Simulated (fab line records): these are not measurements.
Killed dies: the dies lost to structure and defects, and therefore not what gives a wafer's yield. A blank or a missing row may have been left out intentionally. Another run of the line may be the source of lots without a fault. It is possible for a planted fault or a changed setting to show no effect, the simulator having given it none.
Matching of chambers ; flow n5Finfet ; 4 sister chambers for N5_BEOL_M7_ETCH_72 on rieDiel-06
The step etches underlayer in N2/H2, target depth 6.5 nm, time 5.2 s. 16 wafers are shown with their chamber, then 8 later ones without.

WAFERS PAIRED WITH THEIR CHAMBERS
wafer;chamber;drypumpMotorCurrentA (A);showerheadPlenumPTorr (Torr);throttleValvePct (%)
L075.1;2;5.7;2.45;18.16
L075.3;1;6.3;2.69;17.58
L075.4;3;4.8;2.50;17.64
L078.1;3;4.8;2.50;17.65
L078.3;1;6.3;2.69;17.59
L078.4;0;5.0;2.53;18.49
L082.1;0;5.0;2.53;18.52
L082.5;3;4.8;2.49;17.65
L082.6;2;5.7;2.45;18.17
L085.1;2;5.6;2.44;18.18
L085.3;3;4.8;2.49;17.68
L085.5;1;6.3;2.68;17.61
L090.1;1;6.3;2.67;17.63
L090.5;2;5.6;2.44;18.21
L090.6;3;4.8;2.49;17.69
L092.1;2;5.6;2.44;18.22

SIGNATURES, as means of the wafers listed above
reading;chamber 0;chamber 1;chamber 2;chamber 3;scatter within a chamber
drypumpMotorCurrentA;5.000;6.300;5.640;4.800;0.0316
showerheadPlenumPTorr;2.5300;2.6825;2.4440;2.4940;0.00655
throttleValvePct;18.5050;17.6025;18.1880;17.6620;0.0232
Rule: a wafer's distance from a chamber is the root of the sum, over the readings, of the square of ((its reading less the chamber's mean) divided by the reading's scatter). The wafer belongs to the nearest chamber; if the next one is less than 2 further off, it can't be placed. The scatter: the root of (the sum of the squares of (reading less its chamber's mean) over the shown wafers, divided by (wafers less chambers)).

WAFERS WITH NO CHAMBER GIVEN
wafer;drypumpMotorCurrentA (A);showerheadPlenumPTorr (Torr);throttleValvePct (%)
L092.3;6.3;2.67;17.66
L092.4;5.0;2.52;18.15
L091.1;6.3;2.67;17.66
L091.5;5.6;2.43;18.22
L091.6;6.3;2.67;17.64
L097.4;5.1;2.52;18.17
L097.5;6.2;2.67;17.68
L097.6;5.1;2.52;18.17

THE CHAMBER EACH PASSED THROUGH
wafer;from the rows above;in truth
L092.3;1;1
L092.4;0;0
L091.1;1;1
L091.5;2;2
L091.6;1;1
L097.4;0;0
L097.5;1;1
L097.6;0;0
Placed correctly: 8 of 8. From these rows, 0 cannot be placed. Number placed wrongly: 0.
